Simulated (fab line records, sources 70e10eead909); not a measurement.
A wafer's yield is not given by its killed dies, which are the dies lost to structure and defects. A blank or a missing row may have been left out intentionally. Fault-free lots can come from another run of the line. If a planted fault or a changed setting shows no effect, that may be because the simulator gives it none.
fab line records	flow nandHarc
record: lots: 6	wafers: 16	lastDay: 33
route steps=1302 shown A_SGD_CUT@901 END@1302
lots untouched by any fault: they come from a run of this same line in which no faults occurred
startH: hours from the record's first day to the start of the lot's first wafer shown	waitH: hours from the lot's prior step to this one	" the same as in the row above	L1.1+2: a row that stands for several wafers	- no value, or no start was given	* or withheld: withheld	< > ~ a bound
route shown NAME@n: NAME is a module with steps in the file, n the number in the route of the first one	usual: average and standard deviation across the fault-free wafers	same: alike in all rows	chamber/n: place in a boat	sites: each site's reading	_std_site: the standard deviation of these	_edge_site: outer sites' mean less inner sites'	radiusMm: for every site, how far away it sits from the centre of the wafer	mask NAME#n: copy n	behind: the most recent tool/chamber to have shaped the wafer	hold: why the lot was held/for how many hours/how that ended	device: the transistor (n, p or np) that didn't switch	end of line: tests of these same wafers at the route's end	a step with no rows: only its recipe	killed: the dies lost at the first sort to structure and to defects; this is not the yield of the wafer	map: a wafer's dies, x killed, . not, _ none there
set.NAME: the setting the step ran with; set.NAME@STEP: the setting that earlier step ran with	model.NAME: the simulator's own value behind a step, which no gauge read
lots at some steps of the route; a table a step, a row a wafer
services: when a tool's chamber went out of use (startH, in hours from the record's first day, below 0 if earlier), for how many hours, and the reason
== steps ==
step: NHARC_A_SGD_CUT_CD_MEAS_09
recipe: targetCdNm: 100	landingEnergyEv: 500
usual: cdNm: 100.0/0.43
lot.wafer	tool	chamber	startH	waitH	cdNm
L189.1	cdSem-03	0	486.70	-	99.5
L189.2	"	0	"	"	99.8
L189.3	"	0	"	"	99.9
L192.1	cdSem-02	0	528.34	-	99.9
L192.4	"	0	"	"	99.7
L195.1	cdSem-01	0	542.55	-	100.2
L195.2	"	0	"	"	100.5
L199.2	cdSem-01	0	600.29	-	99.8
L199.3	"	0	"	"	100.4
L199.4	"	0	"	"	99.9
L201.2	cdSem-02	0	608.09	-	100.5
L201.4	"	0	"	"	99.8
L201.5	"	0	"	"	100.4
L205.4	cdSem-03	0	653.11	-	100.9
L205.5	"	0	"	"	100.3
L205.6	"	0	"	"	100.2
step: NHARC_A_SGD_CUT_OVL_MEAS_10
usual: overlayXNm: -0.1/0.77	overlayYNm: 0.1/0.81
lot.wafer	tool	chamber	startH	waitH	overlayXNm	overlayYNm
L189.1	overlay-01	-	486.79	-	-0.9	0.1
L189.2	"	-	"	"	-1.0	-0.5
L189.3	"	-	"	"	-1.0	-0.6
L192.1	overlay-01	-	528.43	-	2.1	1.4
L192.4	"	-	"	"	1.7	0.8
L195.1	overlay-02	-	542.64	-	-0.2	0.2
L195.2	"	-	"	"	-0.6	-0.1
L199.2	overlay-01	-	600.38	-	0.0	1.0
L199.3	"	-	"	"	-0.2	1.3
L199.4	"	-	"	"	0.0	0.6
L201.2	overlay-01	-	608.17	-	0.1	-1.2
L201.4	"	-	"	"	-0.3	-0.6
L201.5	"	-	"	"	-0.1	-0.8
L205.4	overlay-01	-	653.19	-	0.5	-0.3
L205.5	"	-	"	"	0.0	-0.2
L205.6	"	-	"	"	0.8	-0.1
step: NHARC_A_SGD_CUT_INSPECT_11
usual: rawDefectCount: 53/35
lot.wafer	tool	chamber	startH	waitH	rawDefectCount
L189.1	defectInspect-02	-	486.82	0.0	68
L189.2	"	-	"	"	76
L189.3	"	-	"	"	64
L192.1	defectInspect-02	-	528.47	0.0	47
L192.4	"	-	"	"	73
L195.1	defectInspect-01	-	542.67	0.0	19
L195.2	"	-	"	"	22
L199.2	defectInspect-01	-	600.41	0.0	98
L199.3	"	-	"	"	79
L199.4	"	-	"	"	103
L201.2	defectInspect-01	-	608.21	0.0	62
L201.4	"	-	"	"	62
L201.5	"	-	"	"	61
L205.4	defectInspect-02	-	653.23	0.0	53
L205.5	"	-	"	"	46
L205.6	"	-	"	"	49
step: NHARC_A_SGD_CUT_DESCUM_14
recipe: timeS: 3	o2FlowSccm: 200	arFlowSccm: 0	biasPowerW: 0	chemistry: O2
usual: drypumpMotorCurrentA: 5.9/0.46	oesProductAu: 1.003/0.0082	rfVppV: 57.7/1	showerheadPlenumPTorr: 1.89/0.1	throttleValvePct: 11.312/0.0095
lot.wafer	tool	chamber	startH	waitH	drypumpMotorCurrentA	oesProductAu	rfHoursCounterH	rfVppV	showerheadPlenumPTorr	throttleValvePct
L189.1	rieDiel-12	2	486.88	0.1	5.2	0.995	3	57.4	1.83	11.326
L189.3	"	3	"	"	5.1	0.989	3	58.4	1.77	11.311
L189.2	"	1	"	"	6.6	0.994	3	58.2	1.89	11.305
L192.4	rieDiel-08	0	528.54	0.1	5.8	0.994	9	58.3	1.79	11.313
L192.1	"	1	"	"	6.8	0.988	9	57.3	1.93	11.309
L195.1	rieDiel-09	0	542.73	0.1	5.5	1.002	1	57.3	1.78	11.315
L195.2	"	3	"	"	6.2	1.012	1	58.2	2.06	11.302
L199.2	rieDiel-12	3	600.48	0.1	5.1	0.988	14	56.8	1.77	11.313
L199.3	"	0	"	"	6.0	0.992	13	56.5	1.85	11.303
L199.4	"	1	"	"	6.6	0.989	14	58.1	1.89	11.317
L201.4	rieDiel-09	3	608.27	0.1	6.2	1.014	6	58.0	2.06	11.295
L201.2	"	1	"	"	6.0	1.015	4	58.1	1.81	11.316
L201.5	"	0	"	"	5.5	1.009	-	57.5	1.78	11.312
L205.4	rieDiel-12	3	653.31	0.1	5.1	0.997	2	57.8	1.77	11.298
L205.5	"	0	"	"	6.0	1.002	-	55.8	1.85	11.320
L205.6	"	1	"	"	6.6	1.001	-	58.1	1.89	11.321
step: NHARC_A_SGD_CUT_ETCH_58
recipe: targetDepthA: 390	overEtchFrac: 0.3	timeS: 65	ionEnergyEv: 80	cf4FlowSccm: 150	arFlowSccm: 0	rfW: 300	biasW: 100	chemistry: CF4
usual: drypumpMotorCurrentA: 5.9/0.47	oesProductAu: 1.000/0.0071	rfVppV: 151.0/1.5	showerheadPlenumPTorr: 1.75/0.082	throttleValvePct: 13.284/0.0097
lot.wafer	tool	chamber	startH	waitH	drypumpMotorCurrentA	oesProductAu	rfHoursCounterH	rfVppV	showerheadPlenumPTorr	throttleValvePct
L189.1	rieDiel-12	0	486.97	0.1	6.0	0.988	3	150.1	1.72	13.287
L189.3	"	2	"	"	5.2	0.995	3	149.9	1.70	13.271
L189.2	"	3	"	"	5.1	0.994	3	149.1	1.65	13.265
L192.4	rieDiel-08	3	528.63	0.1	5.9	1.009	10	153.5	1.88	13.283
L192.1	"	0	"	"	5.8	0.996	9	149.7	1.66	13.268
L195.1	rieDiel-09	0	542.85	0.1	5.5	1.001	1	149.5	1.66	13.285
L195.2	"	3	"	"	6.2	1.004	1	151.3	1.89	13.272
L199.2	rieDiel-12	1	600.56	0.1	6.6	1.007	14	150.6	1.75	13.291
L199.3	"	2	"	"	5.1	0.996	11	150.9	1.70	13.266
L199.4	"	3	"	"	5.1	1.002	14	150.1	1.65	13.305
L201.4	rieDiel-09	0	608.36	0.1	5.6	1.005	6	148.4	1.65	13.284
L201.2	"	1	"	"	6.0	1.004	4	149.0	1.68	13.282
L201.5	"	0	"	"	5.5	0.998	-	149.6	1.65	13.283
L205.4	rieDiel-12	1	653.39	0.1	6.6	0.997	1	152.4	1.75	13.294
L205.5	"	2	"	"	5.2	0.991	-	150.4	1.70	13.287
L205.6	"	3	"	"	5.1	0.995	-	150.0	1.65	13.287
step: NHARC_A_SGD_CUT_ETCH_59
recipe: targetDepthA: 2600	overEtchFrac: 0.25	timeS: 406.25	ionEnergyEv: 200	n2FlowSccm: 150	h2FlowSccm: 150	arFlowSccm: 0	rfW: 400	biasW: 150	chemistry: N2/H2
usual: drypumpMotorCurrentA: 5.9/0.46	oesProductAu: 1.001/0.0071	rfVppV: 430/3.2	showerheadPlenumPTorr: 2.01/0.11	throttleValvePct: 14.171/0.0087
lot.wafer	tool	chamber	startH	waitH	drypumpMotorCurrentA	oesProductAu	rfHoursCounterH	rfVppV	showerheadPlenumPTorr	throttleValvePct
L189.1	rieDiel-12	1	-	-	6.6	0.997	4	431	2.02	14.179
L189.3	"	3	"	"	5.1	0.999	3	426	1.89	14.171
L189.2	"	0	"	"	6.0	0.999	3	428	1.98	14.171
L192.1	rieDiel-08	0	-	-	5.8	0.979	9	427	1.91	14.162
L192.4	"	2	"	"	5.9	1.001	10	428	2.00	14.182
L195.1	rieDiel-09	2	-	-	5.6	0.998	2	434	2.12	14.163
L195.2	"	3	"	"	6.2	0.993	2	435	2.20	14.178
L199.3	rieDiel-12	3	-	-	5.1	1.001	15	427	1.88	14.172
L199.4	"	0	"	"	6.0	1.011	13	429	1.97	14.167
L199.2	"	2	"	"	5.2	0.997	11	428	1.95	14.181
L201.4	rieDiel-09	3	-	-	6.2	1.006	6	436	2.20	14.167
L201.2	"	2	"	"	5.6	1.002	6	431	2.12	14.177
L201.5	"	0	"	"	5.5	0.994	-	428	1.89	14.185
L205.4	rieDiel-12	3	-	-	5.1	0.992	2	424	1.88	14.179
L205.5	"	3	"	"	5.1	0.989	-	426	1.88	14.151
L205.6	"	0	"	"	6.0	0.998	-	428	1.97	14.180
step: NHARC_A_SGD_CUT_ETCH_15
recipe: targetDepthA: 750	timeS: 64.3	ch3fFlowSccm: 50	o2FlowSccm: 30	arFlowSccm: 200	rfW: 500	biasW: 100	chemistry: CH3F/O2
usual: ch3fFlowSccm: 49.99/0.15	drypumpMotorCurrentA: 5.9/0.45	oesProductAu: 0.952/0.019	rfVppV: 263.4/1.9	showerheadPlenumPTorr: 2.43/0.12	throttleValvePct: 20.662/0.0087
lot.wafer	tool	chamber	startH	waitH	ch3fFlowSccm	drypumpMotorCurrentA	oesProductAu	rfHoursCounterH	rfVppV	showerheadPlenumPTorr	throttleValvePct
L189.2	rieDiel-12	2	-	-	49.93	5.2	0.943	4	262.5	2.36	20.657
L189.3	"	3	"	"	49.80	5.1	0.954	3	262.0	2.29	20.676
L189.1	"	0	"	"	50.02	6.0	0.970	3	264.0	2.39	20.667
L192.4	rieDiel-08	3	-	-	49.89	5.9	0.965	10	266.8	2.62	20.672
L192.1	"	1	"	"	49.77	6.8	0.967	9	264.5	2.48	20.658
L195.1	rieDiel-09	0	-	-	49.93	5.6	0.944	2	261.5	2.29	20.656
L195.2	"	3	"	"	49.85	6.2	0.957	2	264.2	2.64	20.662
L199.3	rieDiel-12	0	-	-	49.90	6.0	0.930	14	262.4	2.38	20.653
L199.2	"	2	"	"	49.92	5.2	0.920	11	262.0	2.35	20.666
L199.4	"	2	"	"	50.02	5.2	0.933	-	262.5	2.35	20.662
L201.4	rieDiel-09	2	-	-	50.26	5.6	0.944	6	265.2	2.55	20.651
L201.2	"	1	"	"	50.04	6.0	0.956	4	262.2	2.33	20.669
L201.5	"	3	"	"	49.66	6.2	0.962	-	268.5	2.64	20.670
L205.4	rieDiel-12	2	-	-	49.79	5.1	0.967	1	262.0	2.35	20.650
L205.6	"	0	"	"	50.24	6.0	0.951	-	263.2	2.38	20.662
L205.5	"	1	"	"	49.93	6.6	0.953	-	263.1	2.43	20.661
step: NHARC_A_SGD_CUT_ETCH_16
recipe: targetDepthA: 3105	timeS: 155.2	c4f8FlowSccm: withheld	o2FlowSccm: 8	arFlowSccm: withheld	rfW: 600	biasW: 800	chemistry: C4F8/O2/Ar
usual: oesProductAu: 0.968/0.015	rfVppV: 722/5
lot.wafer	tool	chamber	startH	waitH	oesProductAu	rfHoursCounterH	rfVppV
L189.1	rieDiel-12	0	-	-	0.975	4	719
L189.3	"	2	"	"	0.977	4	720
L189.2	"	3	"	"	0.964	3	716
L192.1	rieDiel-08	1	-	-	0.965	9	723
L192.4	"	3	"	"	0.980	10	729
L195.2	rieDiel-09	3	-	-	0.979	2	730
L195.1	"	0	"	"	0.984	2	717
L199.2	rieDiel-12	1	-	-	0.951	14	722
L199.3	"	0	"	"	0.938	14	719
L199.4	"	2	"	"	0.940	-	721
L201.2	rieDiel-09	0	-	-	0.955	6	716
L201.4	"	2	"	"	0.966	6	726
L201.5	"	3	"	"	0.973	-	730
L205.4	rieDiel-12	3	-	-	0.971	2	715
L205.5	"	0	"	"	0.968	-	720
L205.6	"	1	"	"	0.960	-	721
step: NHARC_A_SGD_CUT_STRIP_60
recipe: c4f8FlowSccm: withheld	o2FlowSccm: 8	arFlowSccm: withheld	biasW: 0	chemistry: C4F8/O2/Ar
step: NHARC_A_SGD_CUT_STRIP_17
recipe: o2FlowSccm: 500	arFlowSccm: 0	biasW: 0	chemistry: O2
step: NHARC_A_SGD_CUT_PRECLEAN_18
recipe: timeS: *	tempC: 50	bathAgeMin: 0	chemistry: SC1
step: NHARC_A_SGD_CUT_SRD_19
step: NHARC_A_SGD_CUT_DEP_20
recipe: targetThkA: 1500	tempC: 65	material: SiO2
lot.wafer	tool	chamber	startH	waitH
L189.1+2+3	fcvd-02	1,0,0	488.00	-
L192.1+4	fcvd-01	0,1	529.68	-
L195.1+2	fcvd-01	1,0	544.34	-
L199.2+3+4	fcvd-02	0,0,1	602.11	-
L201.2+4+5	fcvd-02	0	609.41	-
L205.4+5+6	fcvd-01	1,1,0	654.50	0.2
step: NHARC_A_SGD_CUT_ANNEAL_27
recipe: tempC: 450	timeS: 1800
step: NHARC_A_SGD_CUT_CMP_21
recipe: targetThkNm: 148.19
step: NHARC_A_SGD_CUT_THK_MEAS_22
recipe: thkMeasGauge: ellipsometry
usual: thkNm: 147.9/1.4
lot.wafer	tool	chamber	startH	waitH	thkNm
L189.1	filmMetro-01	-	492.90	0.2	145.8
L189.2	"	-	"	"	145.7
L189.3	"	-	"	"	149.7
L192.1	filmMetro-02	-	534.74	0.2	142.3
L192.4	"	-	"	"	149.6
L195.1	filmMetro-02	-	549.57	0.2	141.3
L195.2	"	-	"	"	146.5
L199.2	filmMetro-01	-	608.85	0.2	149.7
L199.3	"	-	"	"	148.0
L199.4	"	-	"	"	148.6
L201.2	filmMetro-02	-	616.03	0.2	147.5
L201.4	"	-	"	"	147.1
L201.5	"	-	"	"	148.3
L205.4	filmMetro-01	-	659.73	0.2	148.8
L205.5	"	-	"	"	149.1
L205.6	"	-	"	"	148.1
step: NHARC_A_SGD_CUT_SRD_23
step: NHARC_END_SORT_01
recipe: tempC: 25
usual: killedAtArray: 44/16	killedAtOther: 0.6/1.1	killedAtPeriphery: 3.9/2.6	killedDies: 48/16	killedOpen: 3.1/1.9	killedShort: 2.4/1.8
same: grossDies: 677
lot.wafer	tool	chamber	startH	waitH	killedAtArray	killedAtOther	killedAtPeriphery	killedDies	killedOpen	killedShort
L189.1	prober-01	0	610.58	2.5	65	1	3	69	6	2
L189.2	prober-01	0	611.37	2.8	46	0	3	49	2	2
L189.3	prober-01	0	612.17	3.1	49	0	4	53	2	0
L192.1	prober-02	0	653.25	2.5	33	0	4	37	4	4
L199.2	prober-01	0	722.51	2.8	56	0	7	63	4	0
L199.3	prober-01	0	723.33	3.1	65	0	4	69	5	3
L199.4	prober-01	0	724.15	3.5	85	1	6	92	5	8
L201.2	prober-01	0	744.55	2.8	45	1	3	49	2	2
L201.4	prober-01	0	746.15	3.4	37	4	3	44	3	2
L201.5	prober-01	0	746.95	3.7	31	3	10	44	1	1
L205.4	prober-02	0	782.51	3.4	40	0	4	44	4	2
L205.5	prober-02	0	783.31	3.7	37	0	5	42	1	3
L205.6	prober-02	0	784.12	4.0	39	0	3	42	1	2
killed by level:class
L189.1 A_CHANNEL_HOLE_D2:chamberFilmFlake=42 A_SLIT:chamberFilmFlake=16 A_ONON_D1:geometricParticle:open=2 P_CONTACT:geometricParticle:open=1 P_M1:geometricParticle:open=1 A_ONON_D2:geometricParticle:short=1 A_CHANNEL_HOLE_D2:geometricParticle:open=1 A_SGD_CUT:geometricParticle:short=1
L189.2 A_CHANNEL_HOLE_D2:chamberFilmFlake=23 A_SLIT:chamberFilmFlake=10 A_STAIRCASE:chamberFilmFlake=4 A_CHANNEL_HOLE_D1:chamberFilmFlake=2 A_BLC:chamberFilmFlake=2 P_M1:geometricParticle:open=1 P_M1:geometricParticle:short=1 A_ONON_D1:geometricParticle:short=1
L189.3 A_CHANNEL_HOLE_D2:chamberFilmFlake=25 A_SLIT:chamberFilmFlake=17 P_ZERO_WELL:chamberFilmFlake=2 A_CHANNEL_HOLE_D1:chamberFilmFlake=2 A_WL_FILL:chamberFilmFlake=2 P_CONTACT:geometricParticle:open=1 P_M1:geometricParticle:open=1 A_STAIRCASE:chamberFilmFlake=1
L192.1 A_CHANNEL_HOLE_D1:chamberFilmFlake=14 A_CHANNEL_HOLE_D2:chamberFilmFlake=5 A_CONTACT:chamberFilmFlake=5 A_ONON_D1:geometricParticle:short=3 P_CONTACT:geometricParticle:open=2 A_SLIT:chamberFilmFlake=2 P_GATE:geometricParticle:open=1 A_ONON_D1:geometricParticle:open=1
L199.2 A_CHANNEL_HOLE_D1:chamberFilmFlake=20 A_SLIT:chamberFilmFlake=14 A_CHANNEL_HOLE_D2:chamberFilmFlake=12 P_M1:chamberFilmFlake=4 A_STAIRCASE:chamberFilmFlake=3 A_CONTACT:chamberFilmFlake=3 A_CHANNEL_FILL_D2:chamberFilmFlake=2 P_GATE:geometricParticle:open=1
L199.3 A_SLIT:chamberFilmFlake=22 A_CHANNEL_HOLE_D1:chamberFilmFlake=13 A_CHANNEL_HOLE_D2:chamberFilmFlake=10 A_STAIRCASE:chamberFilmFlake=8 P_M1:chamberFilmFlake=2 A_CONTACT:chamberFilmFlake=2 P_GATE:geometricParticle:open=1 A_CHANNEL_HOLE_D1:geometricParticle:open=1
L199.4 A_CHANNEL_HOLE_D1:chamberFilmFlake=34 A_SLIT:chamberFilmFlake=18 A_CHANNEL_HOLE_D2:chamberFilmFlake=15 A_ONON_D1:geometricParticle:short=4 A_CONTACT:geometricParticle:open=2 P_M1:chamberFilmFlake=2 A_M0:chamberFilmFlake=2 A_CONTACT:chamberFilmFlake=1
L201.2 A_CHANNEL_HOLE_D2:chamberFilmFlake=19 A_CHANNEL_HOLE_D1:chamberFilmFlake=9 A_SLIT:chamberFilmFlake=4 A_STAIRCASE:chamberFilmFlake=4 A_DECK1_JOINT:chamberFilmFlake=3 P_CONTACT:chamberFilmFlake=2 A_CONTACT:chamberFilmFlake=2 A_ONON_D1:geometricParticle:short=1
L201.4 A_CHANNEL_HOLE_D2:chamberFilmFlake=9 A_CHANNEL_HOLE_D1:chamberFilmFlake=8 A_STAIRCASE:chamberFilmFlake=6 A_SLIT:chamberFilmFlake=6 THIN_TSV:chamberFilmFlake=4 P_CONTACT:chamberFilmFlake=2 A_DECK1_JOINT:chamberFilmFlake=2 A_CHANNEL_FILL_D1:geometricParticle:open=1
L201.5 A_CHANNEL_HOLE_D2:chamberFilmFlake=11 P_CONTACT:chamberFilmFlake=7 A_STAIRCASE:chamberFilmFlake=6 A_CHANNEL_HOLE_D1:chamberFilmFlake=5 THIN_TSV:chamberFilmFlake=3 A_DECK1_JOINT:chamberFilmFlake=2 A_SLIT:chamberFilmFlake=2 A_CONTACT:chamberFilmFlake=2
L205.4 A_CHANNEL_HOLE_D2:chamberFilmFlake=19 A_SLIT:chamberFilmFlake=8 A_CONTACT:chamberFilmFlake=5 P_M0:geometricParticle:open=1 A_CHANNEL_HOLE_D1:geometricParticle:short=1 A_CHANNEL_FILL_D1:geometricParticle:open=1 A_CHANNEL_FILL_D1:geometricParticle:short=1 A_CHANNEL_FILL_D2:geometricParticle:open=1
L205.5 A_CHANNEL_HOLE_D2:chamberFilmFlake=19 A_SLIT:chamberFilmFlake=4 A_CONTACT:chamberFilmFlake=4 A_STAIRCASE:chamberFilmFlake=3 P_GATE:chamberFilmFlake=2 P_BONDPAD:chamberFilmFlake=2 A_CHANNEL_HOLE_D1:geometricParticle:short=1 A_CHANNEL_FILL_D1:geometricParticle:open=1
L205.6 A_CHANNEL_HOLE_D2:chamberFilmFlake=16 A_SLIT:chamberFilmFlake=9 A_STAIRCASE:chamberFilmFlake=5 A_CHANNEL_HOLE_D1:chamberFilmFlake=3 P_GATE:chamberFilmFlake=2 A_CHANNEL_FILL_D1:geometricParticle:open=1 A_CHANNEL_FILL_D1:geometricParticle:short=1 A_SGD_CUT:geometricParticle:short=1
== services ==
tool	chamber	startH	hours	kind
fcvd-01	-	467.51	1.0	repair
fcvd-01	-	473.39	2.1	repair
rieDiel-12	0	478.90	-	clean
rieDiel-12	1	478.90	-	clean
rieDiel-12	2	478.90	-	clean
rieDiel-12	3	478.90	-	clean
rieDiel-12	2	490.35	33.6	repair
rieDiel-09	-	497.19	9.0	pm
rieDiel-12	0	503.40	-	clean
rieDiel-12	1	503.40	-	clean
rieDiel-12	3	503.40	-	clean
rieDiel-08	0	509.99	11.1	repair
fcvd-02	0	510.82	7.3	repair
rieDiel-12	0	527.90	-	clean
rieDiel-12	1	527.90	-	clean
rieDiel-12	2	527.90	-	clean
rieDiel-12	3	527.90	-	clean
rieDiel-09	1	542.39	13.8	repair
rieDiel-08	-	544.80	9.0	pm
fcvd-01	-	547.00	13.0	pm
fcvd-01	0	568.25	2.0	repair
rieDiel-12	3	601.11	15.8	repair
rieDiel-12	-	622.40	9.0	pm
fcvd-02	-	631.00	13.0	pm
== key ==
firstSign: step: NHARC_A_SGD_CUT_THK_MEAS_22	reading: thkNm	direction: down	sigmas: 4.4	usual: 147.9	struck: 141.8
effect none on later readings
metAt NHARC_A_SGD_CUT_DEP_20
struckWafers L192.1,L195.1
testerLeftOut L192,L195
fault: kind: processParameterDrift	tool: fcvd-01	chamber: -	onsetH: 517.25	steps: NHARC_A_SGD_CUT_DEP_20	channel: targetThkA	offset: *	shape: step	endH: 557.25	scope: struckWafersOnly	actsIn: *	stated: *
testerLeftOut: of these lots the tester's yield and bins aren't shown, on N5 and GAA mostly nor the transistor test; their killed dies are dies lost to structure and defects alone, not to doping, threshold or leakage, so they don't give the yield
